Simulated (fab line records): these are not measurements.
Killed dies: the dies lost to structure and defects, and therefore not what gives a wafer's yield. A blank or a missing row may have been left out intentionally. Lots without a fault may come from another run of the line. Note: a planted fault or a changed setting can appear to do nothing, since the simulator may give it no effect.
fab line records	flow n5Finfet	part 1 of 2: steps 1 to 25 of 34
[record] lots = 5	wafers = 15	lastDay = 17
route steps=1938 shown BEOL_M4@1074
lots that met no fault: taken from a fault-free run of the same line
startH: the number of hours between the record's first day and the start of the first shown wafer of the lot	waitH: hours elapsed since this lot's preceding step	" unchanged from the row above	L1.1+2: a single row standing in for several wafers	- no value present, or no start provided	* or withheld: withheld	< > ~ a bound
route shown NAME@n: a module of which the file shows steps, and the number in the route of the first	usual: mean/standard deviation taken from wafers without a fault	same: alike in all rows	chamber/n: place in a boat	sites: each site's reading	_std_site: standard deviation across them	_edge_site: outer sites' mean less inner sites'	radiusMm: for every site, how far away it sits from the centre of the wafer	mask NAME#n: copy n	behind: the tool/chamber that last shaped the wafer	hold: why the lot was held/for how many hours/how that ended	device: transistor that didn't switch, given as n, p or np	end of line: the route-end tests of the same wafers	for a step that has no rows: nothing shown but its recipe	killed: count of dies lost to structure and defects at first sort (not the wafer's yield)	map: a wafer's dies, x killed, . not, _ none there
set.NAME: the setting that was run; set.NAME@STEP: the one run at that earlier step	model.NAME: the simulator's own value behind a step, which no gauge read
lots seen at some steps along the route; tables by step, rows by wafer
services: a tool's chamber out of use, with start hour (startH, from the record's first day; less than 0 if before it), hours out, and reason
[[steps]]
[step N5_BEOL_M4_HM_STRIP_39]
[recipe] chemistry = peroxideTinStrip	material = TiN	targetDepthA = 250	tempC = 50	timeS = 158
[usual] bathHeatDutyPct = 7.1/0.86
lot.wafer	tool	chamber	startH	waitH	bathHeatDutyPct
L074.3	wetBench-05	2	162.36	0.0	7.7
L074.5	"	3	"	"	7.5
L074.6	"	7	"	"	8.0
L079.1	wetBench-01	6	187.15	0.0	9.3
L079.4	"	1	"	"	5.5
L079.5	"	2	"	"	6.4
L078.3	wetBench-05	6	191.70	0.0	7.8
L078.4	"	0	"	"	7.3
L078.5	"	7	"	"	6.6
L090.1	wetBench-01	0	267.00	0.0	6.1
L090.3	"	5	"	"	5.5
L090.6	"	6	"	"	7.8
L095.1	wetBench-05	2	291.57	0.0	8.0
L095.2	"	6	"	"	7.8
L095.3	"	5	"	"	8.1
[step N5_BEOL_M4_SRD_40]
[recipe] timeS = 30	tempC = 23	rinseLiquid = diw	dry = ipaMarangoni
[usual] bathHeatDutyPct = 3.7/0.56
lot.wafer	tool	chamber	startH	waitH	bathHeatDutyPct
L074.3	wetBench-05	2	162.41	0.0	4.2
L074.5	"	3	"	"	4.3
L074.6	"	7	"	"	3.2
L079.1	wetBench-01	6	187.24	0.0	3.6
L079.4	"	1	"	"	3.5
L079.5	"	2	"	"	3.5
L078.3	wetBench-05	6	191.75	0.0	4.4
L078.4	"	0	"	"	3.8
L078.5	"	7	"	"	2.8
L090.1	wetBench-01	0	267.05	0.0	3.6
L090.3	"	5	"	"	3.1
L090.6	"	6	"	"	4.1
L095.1	wetBench-05	2	291.61	0.0	3.4
L095.2	"	6	"	"	4.3
L095.3	"	5	"	"	3.5
[step N5_BEOL_M4_PRECLEAN_42]
[recipe] chemistry = residueRemover	timeS = 60	tempC = 40
[usual] bathHeatDutyPct = 4.5/0.64
lot.wafer	tool	chamber	startH	waitH	bathHeatDutyPct
L074.3	wetBench-05	2	162.42	0.0	5.6
L074.5	"	3	"	"	4.5
L074.6	"	7	"	"	4.2
L079.1	wetBench-01	6	187.28	0.0	5.4
L079.4	"	1	"	"	3.9
L079.5	"	2	"	"	3.5
L078.3	wetBench-05	6	191.76	0.0	4.8
L078.4	"	0	"	"	4.6
L078.5	"	7	"	"	4.5
L090.1	wetBench-01	0	267.07	0.0	4.7
L090.3	"	5	"	"	3.9
L090.6	"	6	"	"	5.3
L095.1	wetBench-05	2	291.63	0.0	4.5
L095.2	"	6	"	"	5.8
L095.3	"	5	"	"	3.3
[step N5_BEOL_M4_SRD_43]
[recipe] timeS = 30	tempC = 23	rinseLiquid = diw	dry = ipaMarangoni
[usual] bathHeatDutyPct = 3.7/0.47
lot.wafer	tool	chamber	startH	waitH	bathHeatDutyPct
L074.3	wetBench-05	2	162.44	0.0	4.1
L074.5	"	3	"	"	3.7
L074.6	"	7	"	"	3.3
L079.1	wetBench-01	6	187.31	0.0	4.3
L079.4	"	1	"	"	3.7
L079.5	"	2	"	"	3.5
L078.3	wetBench-05	6	191.78	0.0	3.9
L078.4	"	0	"	"	3.5
L078.5	"	7	"	"	4.2
L090.1	wetBench-01	0	267.08	0.0	2.9
L090.3	"	5	"	"	3.7
L090.6	"	6	"	"	4.7
L095.1	wetBench-05	2	291.65	0.0	3.6
L095.2	"	6	"	"	4.7
L095.3	"	5	"	"	3.9
[step N5_BEOL_M4_CD_MEAS_35]
[recipe] targetCdNm = 18	targetCdYNm = 22.4	polarity = opening
[usual] cdNm = 18.1/0.48
lot.wafer	tool	chamber	startH	waitH	cdNm
L074.3	cdSem-02	-	162.48	0.0	17.9
L074.5	"	-	"	"	17.7
L074.6	"	-	"	"	18.0
L079.1	cdSem-01	-	187.37	0.0	18.4
L079.4	"	-	"	"	18.1
L079.5	"	-	"	"	18.2
L078.3	cdSem-02	-	191.82	0.0	17.5
L078.4	"	-	"	"	18.8
L078.5	"	-	"	"	18.4
L090.1	cdSem-01	-	267.12	0.0	17.2
L090.3	"	-	"	"	17.9
L090.6	"	-	"	"	17.2
L095.1	cdSem-03	-	291.69	0.0	17.6
L095.2	"	-	"	"	18.2
L095.3	"	-	"	"	18.1
[step N5_BEOL_M4_DEGAS_44]
[recipe] ambient = vacuum	tempC = 250	timeS = 60
[usual] heaterPowerW = 330/23
lot.wafer	tool	chamber	startH	waitH	heaterPowerW
L074.3	pvdSputter-01	-	163.06	0.6	297
L074.5	"	-	"	"	350
L074.6	"	-	"	"	352
L079.1	pvdSputter-01	-	188.45	1.1	351
L079.4	"	-	"	"	300
L079.5	"	-	"	"	310
L078.3	pvdSputter-01	-	192.43	0.6	312
L078.4	"	-	"	"	347
L078.5	"	-	"	"	311
L090.1	pvdSputter-03	-	268.18	1.1	333
L090.3	"	-	"	"	340
L090.6	"	-	"	"	341
L095.1	pvdSputter-03	-	292.04	0.4	339
L095.2	"	-	"	"	324
L095.3	"	-	"	"	358
[step N5_BEOL_M4_PRE_CLEAN_45]
[recipe] gas = H2/He	timeS = 30	tempC = 250
[usual] heaterPowerW = 331/23
lot.wafer	tool	chamber	startH	waitH	heaterPowerW
L074.3	pvdSputter-01	-	163.10	0.0	299
L074.5	"	-	"	"	357
L074.6	"	-	"	"	351
L079.1	pvdSputter-01	-	188.49	0.0	354
L079.4	"	-	"	"	304
L079.5	"	-	"	"	315
L078.3	pvdSputter-01	-	192.47	0.0	320
L078.4	"	-	"	"	353
L078.5	"	-	"	"	318
L090.1	pvdSputter-03	-	268.22	0.0	320
L090.3	"	-	"	"	340
L090.6	"	-	"	"	359
L095.1	pvdSputter-03	-	292.08	0.0	341
L095.2	"	-	"	"	322
L095.3	"	-	"	"	359
[step N5_BEOL_M4_ALD_84]
[recipe] material = TaN	targetThkA = *	tempC = 275	aldPrecursorFamily = PDMAT	aldCoReactant = NH3	pressureTorr = 3	carrierFlowSccm = 1500	pulseTimeS = 2	purgeTimeS = 3	coReactantPurgeTimeS = 2	coReactantPulseTimeS = 3	aldCycles = 30	precursorVesselTempC = 75	precursorVesselPressureTorr = 26.25	precursorVesselCarrierSccm = 1000
[usual] heaterPowerW = 415/21	precursorVesselTempC = 75.00/0.13
lot.wafer	tool	chamber	startH	waitH	heaterPowerW	precursorVesselTempC
L074.3	aldMetal-03	2	163.16	0.0	430	74.85
L074.5	"	1	"	"	401	75.04
L074.6	"	2	"	"	425	74.93
L079.1	aldMetal-03	2	188.78	0.3	414	75.10
L079.4	"	0	"	"	424	75.00
L079.5	"	1	"	"	407	74.98
L078.3	aldMetal-01	3	192.75	0.3	403	74.99
L078.4	"	0	"	"	397	74.85
L078.5	"	2	"	"	431	75.11
L090.1	aldMetal-01	2	268.30	0.1	412	74.88
L090.3	"	0	"	"	388	74.96
L090.6	"	3	"	"	391	75.01
L095.1	aldMetal-03	1	292.16	0.1	420	74.84
L095.2	"	0	"	"	413	74.91
L095.3	"	3	"	"	444	75.06
[step N5_BEOL_M4_SURFACE_TREAT_85]
[recipe] gas = Ar	timeS = *	ionEnergyEv = *	ionCurrentMaCm2 = 0.5	pressureMtorr = *	arFlowSccm = 30
[usual] throttleValvePct = *
lot.wafer	tool	chamber	startH	waitH	throttleValvePct
L074.3	pvdSputter-01	-	163.54	0.3	*
L074.5	"	-	"	"	*
L074.6	"	-	"	"	*
L079.1	pvdSputter-01	-	189.19	0.3	*
L079.4	"	-	"	"	*
L079.5	"	-	"	"	*
L078.3	pvdSputter-02	-	193.21	0.4	*
L078.4	"	-	"	"	*
L078.5	"	-	"	"	*
L090.1	pvdSputter-01	-	268.61	0.2	*
L090.3	"	-	"	"	*
L090.6	"	-	"	"	*
L095.1	pvdSputter-02	-	292.58	0.3	*
L095.2	"	-	"	"	*
L095.3	"	-	"	"	*
[step N5_BEOL_M4_CVD_47]
[recipe] material = Co	targetThkA = 30	tempC = withheld	precursor = CCTBA/H2	pressureTorr = 30	timeS = 223.8
lot.wafer	tool	chamber	startH	waitH
L074.3+5+6	cvdCo-01	0,2,0	163.60	0.0
L079.1+4+5	cvdCo-01	1,1,0	189.50	0.3
L078.3+4+5	cvdCo-01	2,2,1	193.80	0.6
L090.1+3+6	cvdCo-02	2,1,1	268.67	0.0
L095.1+2+3	cvdCo-01	0,1,2	292.70	0.1
[step N5_BEOL_M4_SPUTTER_48]
[recipe] material = Cu	targetThkA = 45	tempC = -20	chamberPressurePa = 0.07	powerW = withheld	timeS = 8.29
[usual] chuckSensorTempC = -16.1/0.54	throttleValvePct = 29.9/0.89
lot.wafer	tool	chamber	startH	waitH	chuckSensorTempC	throttleValvePct
L074.3	pvdSputter-02	-	163.76	0.1	-16.9	30.3
L074.5	"	-	"	"	-16.2	31.0
L074.6	"	-	"	"	-17.0	30.0
L079.1	pvdSputter-01	-	189.71	0.1	-15.9	28.0
L079.4	"	-	"	"	-15.2	30.0
L079.5	"	-	"	"	-16.1	30.4
L078.3	pvdSputter-02	-	193.96	0.1	-15.7	29.3
L078.4	"	-	"	"	-17.1	30.1
L078.5	"	-	"	"	-16.9	30.0
L090.1	pvdSputter-02	-	268.87	0.1	-16.8	30.1
L090.3	"	-	"	"	-16.2	31.2
L090.6	"	-	"	"	-16.7	29.3
L095.1	pvdSputter-01	-	292.87	0.1	-15.6	29.2
L095.2	"	-	"	"	-15.8	30.3
L095.3	"	-	"	"	-15.5	29.9
[step N5_BEOL_M4_ANNEAL_49]
[recipe] tempC = 400	timeS = 240	ambient = vacuum
[usual] heaterPowerW = 820/58
lot.wafer	tool	chamber	startH	waitH	heaterPowerW
L074.3	pvdSputter-02	-	163.84	0.0	709
L074.5	"	-	"	"	888
L074.6	"	-	"	"	719
L079.1	pvdSputter-01	-	189.79	0.0	754
L079.4	"	-	"	"	865
L079.5	"	-	"	"	789
L078.3	pvdSputter-02	-	194.04	0.0	738
L078.4	"	-	"	"	730
L078.5	"	-	"	"	731
L090.1	pvdSputter-02	-	268.95	0.0	716
L090.3	"	-	"	"	908
L090.6	"	-	"	"	851
L095.1	pvdSputter-01	-	292.95	0.0	877
L095.2	"	-	"	"	790
L095.3	"	-	"	"	873
[step N5_BEOL_M4_SPUTTER_79]
[recipe] material = Cu	targetThkA = 45	tempC = -20	chamberPressurePa = 0.07	powerW = withheld	timeS = 8.29
[usual] chuckSensorTempC = -16.1/0.57	throttleValvePct = 29.9/0.91
lot.wafer	tool	chamber	startH	waitH	chuckSensorTempC	throttleValvePct
L074.3	pvdSputter-02	-	163.98	0.1	-16.9	30.3
L074.5	"	-	"	"	-16.0	31.1
L074.6	"	-	"	"	-17.0	30.4
L079.1	pvdSputter-01	-	189.93	0.1	-15.7	28.2
L079.4	"	-	"	"	-15.3	30.0
L079.5	"	-	"	"	-15.8	30.4
L078.3	pvdSputter-02	-	194.18	0.1	-15.7	29.3
L078.4	"	-	"	"	-16.9	30.0
L078.5	"	-	"	"	-17.0	30.3
L090.1	pvdSputter-02	-	269.09	0.1	-16.9	30.2
L090.3	"	-	"	"	-16.1	31.0
L090.6	"	-	"	"	-16.8	29.1
L095.1	pvdSputter-01	-	293.09	0.1	-15.7	29.1
L095.2	"	-	"	"	-16.0	30.2
L095.3	"	-	"	"	-15.4	30.1
[step N5_BEOL_M4_ANNEAL_80]
[recipe] tempC = 400	timeS = 240	ambient = vacuum
[usual] heaterPowerW = 823/58
lot.wafer	tool	chamber	startH	waitH	heaterPowerW
L074.3	pvdSputter-02	-	164.06	0.0	723
L074.5	"	-	"	"	895
L074.6	"	-	"	"	721
L079.1	pvdSputter-01	-	190.01	0.0	757
L079.4	"	-	"	"	869
L079.5	"	-	"	"	797
L078.3	pvdSputter-02	-	194.26	0.0	769
L078.4	"	-	"	"	725
L078.5	"	-	"	"	724
L090.1	pvdSputter-02	-	269.17	0.0	726
L090.3	"	-	"	"	919
L090.6	"	-	"	"	846
L095.1	pvdSputter-01	-	293.17	0.0	870
L095.2	"	-	"	"	782
L095.3	"	-	"	"	894
[step N5_BEOL_M4_SPUTTER_81]
[recipe] material = Cu	targetThkA = 45	tempC = -20	chamberPressurePa = 0.07	powerW = withheld	timeS = 8.29
[usual] chuckSensorTempC = -16.1/0.56	throttleValvePct = 29.9/0.87
lot.wafer	tool	chamber	startH	waitH	chuckSensorTempC	throttleValvePct
L074.3	pvdSputter-02	-	164.20	0.1	-17.2	29.9
L074.5	"	-	"	"	-16.2	30.9
L074.6	"	-	"	"	-16.9	29.9
L079.1	pvdSputter-01	-	190.15	0.1	-15.9	28.0
L079.4	"	-	"	"	-15.4	29.9
L079.5	"	-	"	"	-15.9	30.2
L078.3	pvdSputter-02	-	194.40	0.1	-15.8	29.7
L078.4	"	-	"	"	-17.1	30.4
L078.5	"	-	"	"	-17.0	30.2
L090.1	pvdSputter-02	-	269.31	0.1	-17.0	30.2
L090.3	"	-	"	"	-16.2	31.0
L090.6	"	-	"	"	-16.6	29.3
L095.1	pvdSputter-01	-	293.31	0.1	-15.6	29.2
L095.2	"	-	"	"	-16.0	30.3
L095.3	"	-	"	"	-15.3	29.9
[step N5_BEOL_M4_ANNEAL_82]
[recipe] tempC = 400	timeS = 240	ambient = vacuum
[usual] heaterPowerW = 823/59
lot.wafer	tool	chamber	startH	waitH	heaterPowerW
L074.3	pvdSputter-02	-	164.28	0.0	717
L074.5	"	-	"	"	899
L074.6	"	-	"	"	722
L079.1	pvdSputter-01	-	190.23	0.0	765
L079.4	"	-	"	"	891
L079.5	"	-	"	"	790
L078.3	pvdSputter-02	-	194.48	0.0	744
L078.4	"	-	"	"	703
L078.5	"	-	"	"	694
L090.1	pvdSputter-02	-	269.39	0.0	713
L090.3	"	-	"	"	901
L090.6	"	-	"	"	867
L095.1	pvdSputter-01	-	293.39	0.0	886
L095.2	"	-	"	"	789
L095.3	"	-	"	"	883
[step N5_BEOL_M4_SPUTTER_86]
[recipe] material = Cu	targetThkA = 45	tempC = -20	chamberPressurePa = 0.07	powerW = withheld	timeS = 8.29
[usual] chuckSensorTempC = -16.1/0.55	throttleValvePct = 29.9/0.88
lot.wafer	tool	chamber	startH	waitH	chuckSensorTempC	throttleValvePct
L074.3	pvdSputter-02	-	164.42	0.1	-17.0	30.2
L074.5	"	-	"	"	-16.2	31.0
L074.6	"	-	"	"	-17.1	30.1
L079.1	pvdSputter-01	-	190.37	0.1	-15.9	28.3
L079.4	"	-	"	"	-15.6	30.0
L079.5	"	-	"	"	-15.9	30.6
L078.3	pvdSputter-02	-	194.62	0.1	-15.8	29.6
L078.4	"	-	"	"	-17.0	30.1
L078.5	"	-	"	"	-17.0	30.3
L090.1	pvdSputter-02	-	269.53	0.1	-17.1	30.3
L090.3	"	-	"	"	-16.2	30.9
L090.6	"	-	"	"	-16.7	29.4
L095.1	pvdSputter-01	-	293.53	0.1	-15.7	29.2
L095.2	"	-	"	"	-15.8	30.2
L095.3	"	-	"	"	-15.3	29.8
[step N5_BEOL_M4_ANNEAL_87]
[recipe] tempC = 400	timeS = 240	ambient = vacuum
[usual] heaterPowerW = 821/62
lot.wafer	tool	chamber	startH	waitH	heaterPowerW
L074.3	pvdSputter-02	-	164.50	0.0	728
L074.5	"	-	"	"	912
L074.6	"	-	"	"	712
L079.1	pvdSputter-01	-	190.45	0.0	732
L079.4	"	-	"	"	882
L079.5	"	-	"	"	800
L078.3	pvdSputter-02	-	194.70	0.0	732
L078.4	"	-	"	"	735
L078.5	"	-	"	"	699
L090.1	pvdSputter-02	-	269.61	0.0	696
L090.3	"	-	"	"	876
L090.6	"	-	"	"	853
L095.1	pvdSputter-01	-	293.61	0.0	877
L095.2	"	-	"	"	775
L095.3	"	-	"	"	885
[step N5_BEOL_M4_SPUTTER_88]
[recipe] material = Cu	targetThkA = 45	tempC = -20	chamberPressurePa = 0.07	powerW = withheld	timeS = 8.29
[usual] chuckSensorTempC = -16.1/0.54	throttleValvePct = 29.9/0.88
lot.wafer	tool	chamber	startH	waitH	chuckSensorTempC	throttleValvePct
L074.3	pvdSputter-02	-	164.64	0.1	-16.9	30.2
L074.5	"	-	"	"	-16.1	30.8
L074.6	"	-	"	"	-17.0	29.9
L079.1	pvdSputter-01	-	190.59	0.1	-16.0	28.1
L079.4	"	-	"	"	-15.4	29.7
L079.5	"	-	"	"	-15.9	30.3
L078.3	pvdSputter-02	-	194.84	0.1	-15.6	29.2
L078.4	"	-	"	"	-17.0	30.0
L078.5	"	-	"	"	-16.9	30.0
L090.1	pvdSputter-02	-	269.75	0.1	-16.8	30.1
L090.3	"	-	"	"	-16.1	30.9
L090.6	"	-	"	"	-16.7	29.3
L095.1	pvdSputter-01	-	293.75	0.1	-15.5	29.1
L095.2	"	-	"	"	-16.0	30.0
L095.3	"	-	"	"	-15.3	29.9
[step N5_BEOL_M4_ANNEAL_89]
[recipe] tempC = 400	timeS = 240	ambient = vacuum
[usual] heaterPowerW = 822/59
lot.wafer	tool	chamber	startH	waitH	heaterPowerW
L074.3	pvdSputter-02	-	164.72	0.0	711
L074.5	"	-	"	"	883
L074.6	"	-	"	"	715
L079.1	pvdSputter-01	-	190.67	0.0	765
L079.4	"	-	"	"	883
L079.5	"	-	"	"	787
L078.3	pvdSputter-02	-	194.92	0.0	746
L078.4	"	-	"	"	723
L078.5	"	-	"	"	714
L090.1	pvdSputter-02	-	269.83	0.0	711
L090.3	"	-	"	"	921
L090.6	"	-	"	"	852
L095.1	pvdSputter-01	-	293.83	0.0	849
L095.2	"	-	"	"	807
L095.3	"	-	"	"	888
[step N5_BEOL_M4_SPUTTER_90]
[recipe] material = Cu	targetThkA = 45	tempC = -20	chamberPressurePa = 0.07	powerW = withheld	timeS = 8.29
[usual] chuckSensorTempC = -16.1/0.57	throttleValvePct = 29.9/0.9
lot.wafer	tool	chamber	startH	waitH	chuckSensorTempC	throttleValvePct
L074.3	pvdSputter-02	-	164.86	0.1	-17.0	30.3
L074.5	"	-	"	"	-16.3	31.2
L074.6	"	-	"	"	-17.0	30.1
L079.1	pvdSputter-01	-	190.81	0.1	-15.8	28.1
L079.4	"	-	"	"	-15.4	29.9
L079.5	"	-	"	"	-15.8	30.4
L078.3	pvdSputter-02	-	195.06	0.1	-15.9	29.3
L078.4	"	-	"	"	-17.1	30.0
L078.5	"	-	"	"	-16.9	30.2
L090.1	pvdSputter-02	-	269.97	0.1	-16.8	30.1
L090.3	"	-	"	"	-16.1	30.9
L090.6	"	-	"	"	-16.9	29.4
L095.1	pvdSputter-01	-	293.97	0.1	-15.6	28.9
L095.2	"	-	"	"	-15.9	30.4
L095.3	"	-	"	"	-15.2	29.8
[step N5_BEOL_M4_ANNEAL_91]
[recipe] tempC = 400	timeS = 240	ambient = vacuum
[usual] heaterPowerW = 823/60
lot.wafer	tool	chamber	startH	waitH	heaterPowerW
L074.3	pvdSputter-02	-	164.94	0.0	723
L074.5	"	-	"	"	911
L074.6	"	-	"	"	724
L079.1	pvdSputter-01	-	190.89	0.0	762
L079.4	"	-	"	"	869
L079.5	"	-	"	"	795
L078.3	pvdSputter-02	-	195.14	0.0	731
L078.4	"	-	"	"	732
L078.5	"	-	"	"	722
L090.1	pvdSputter-02	-	270.05	0.0	717
L090.3	"	-	"	"	896
L090.6	"	-	"	"	848
L095.1	pvdSputter-01	-	294.05	0.0	880
L095.2	"	-	"	"	782
L095.3	"	-	"	"	893
[step N5_BEOL_M4_SPUTTER_92]
[recipe] material = Cu	targetThkA = 45	tempC = -20	chamberPressurePa = 0.07	powerW = withheld	timeS = 8.29
[usual] chuckSensorTempC = -16.1/0.55	throttleValvePct = 29.9/0.87
lot.wafer	tool	chamber	startH	waitH	chuckSensorTempC	throttleValvePct
L074.3	pvdSputter-02	-	165.08	0.1	-16.9	30.0
L074.5	"	-	"	"	-16.0	31.1
L074.6	"	-	"	"	-16.9	30.2
L079.1	pvdSputter-01	-	191.03	0.1	-15.8	28.3
L079.4	"	-	"	"	-15.4	29.9
L079.5	"	-	"	"	-16.0	30.3
L078.3	pvdSputter-02	-	195.28	0.1	-15.7	29.3
L078.4	"	-	"	"	-16.9	30.2
L078.5	"	-	"	"	-17.0	30.0
L090.1	pvdSputter-02	-	270.19	0.1	-17.0	30.1
L090.3	"	-	"	"	-16.2	31.1
L090.6	"	-	"	"	-16.8	29.3
L095.1	pvdSputter-01	-	294.19	0.1	-15.8	29.0
L095.2	"	-	"	"	-15.8	30.3
L095.3	"	-	"	"	-15.4	30.1
[step N5_BEOL_M4_ANNEAL_93]
[recipe] tempC = 400	timeS = 240	ambient = vacuum
[usual] heaterPowerW = 820/60
lot.wafer	tool	chamber	startH	waitH	heaterPowerW
L074.3	pvdSputter-02	-	165.16	0.0	730
L074.5	"	-	"	"	910
L074.6	"	-	"	"	698
L079.1	pvdSputter-01	-	191.11	0.0	760
L079.4	"	-	"	"	886
L079.5	"	-	"	"	769
L078.3	pvdSputter-02	-	195.36	0.0	748
L078.4	"	-	"	"	704
L078.5	"	-	"	"	707
L090.1	pvdSputter-02	-	270.27	0.0	723
L090.3	"	-	"	"	898
L090.6	"	-	"	"	838
L095.1	pvdSputter-01	-	294.27	0.0	883
L095.2	"	-	"	"	799
L095.3	"	-	"	"	903
[step N5_BEOL_M4_SPUTTER_94]
[recipe] material = Cu	targetThkA = 45	tempC = -20	chamberPressurePa = 0.07	powerW = withheld	timeS = 8.29
[usual] chuckSensorTempC = -16.1/0.55	throttleValvePct = 29.9/0.88
lot.wafer	tool	chamber	startH	waitH	chuckSensorTempC	throttleValvePct
L074.3	pvdSputter-02	-	165.30	0.1	-17.0	30.2
L074.5	"	-	"	"	-16.1	31.0
L074.6	"	-	"	"	-17.2	30.0
L079.1	pvdSputter-01	-	191.25	0.1	-15.9	28.1
L079.4	"	-	"	"	-15.3	30.1
L079.5	"	-	"	"	-16.0	30.2
L078.3	pvdSputter-02	-	195.50	0.1	-15.9	29.5
L078.4	"	-	"	"	-16.8	30.3
L078.5	"	-	"	"	-17.0	30.1
L090.1	pvdSputter-02	-	270.41	0.1	-17.0	30.1
L090.3	"	-	"	"	-16.1	31.1
L090.6	"	-	"	"	-16.8	29.2
L095.1	pvdSputter-01	-	294.41	0.1	-15.7	29.0
L095.2	"	-	"	"	-15.7	30.3
L095.3	"	-	"	"	-15.3	29.8
